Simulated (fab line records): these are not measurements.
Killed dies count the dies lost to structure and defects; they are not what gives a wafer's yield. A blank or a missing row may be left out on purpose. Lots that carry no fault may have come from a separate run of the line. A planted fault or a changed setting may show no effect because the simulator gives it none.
Matching of chambers    flow nand-harc    4 sister chambers for NHARC_A_STAIRCASE_CMP_152 on cmp-04
The step polishes. 8 wafers are shown with their chamber, then 10 later ones without.

## WAFERS, EACH WITH ITS CHAMBER
wafer   chamber  motor-current-A (A)
L079.6  3        10.9
L084.2  2        11.8
L080.5  1        10.9
L087.1  2        12.0
L087.4  0        13.9
L087.6  0        13.7
L089.1  1        10.6
L089.4  3        10.2

## WAFERS WHOSE CHAMBER IS MISSING
wafer   motor-current-A (A)
L089.6  10.5
L085.1  12.0
L085.2  13.2
L085.3  10.3
L094.1  10.4
L094.2  13.9
L094.5  13.6
L097.3  14.1
L097.4  10.9
L097.6  10.9

## EACH ONE'S CHAMBER
wafer   from the rows above      in truth
L089.6  can't be placed: 3 or 1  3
L085.1  2                        2
L085.2  0                        0
L085.3  can't be placed: 3 or 1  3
L094.1  can't be placed: 3 or 1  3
L094.2  0                        0
L094.5  0                        0
L097.3  0                        0
L097.4  can't be placed: 1 or 3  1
L097.6  can't be placed: 1 or 3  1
Correctly placed: 5 of 10. These rows do not allow placing 5 (true chamber among the candidates in 5). Wrongly placed: 0.
How it was worked out, from the rows above alone: a wafer's distance from a chamber is the root of the sum, over the readings, of the square of ((its reading less the chamber's mean) divided by the reading's scatter). If the next closest chamber is less than 2 further off than the closest, the wafer can't be placed; otherwise it belongs to the closest. For every chamber, the mean is computed from those of its wafers that are shown. How the scatter is found: for the shown wafers, subtract from each reading the mean of its chamber, square and add these, divide the total by (wafers less chambers), then take the root.
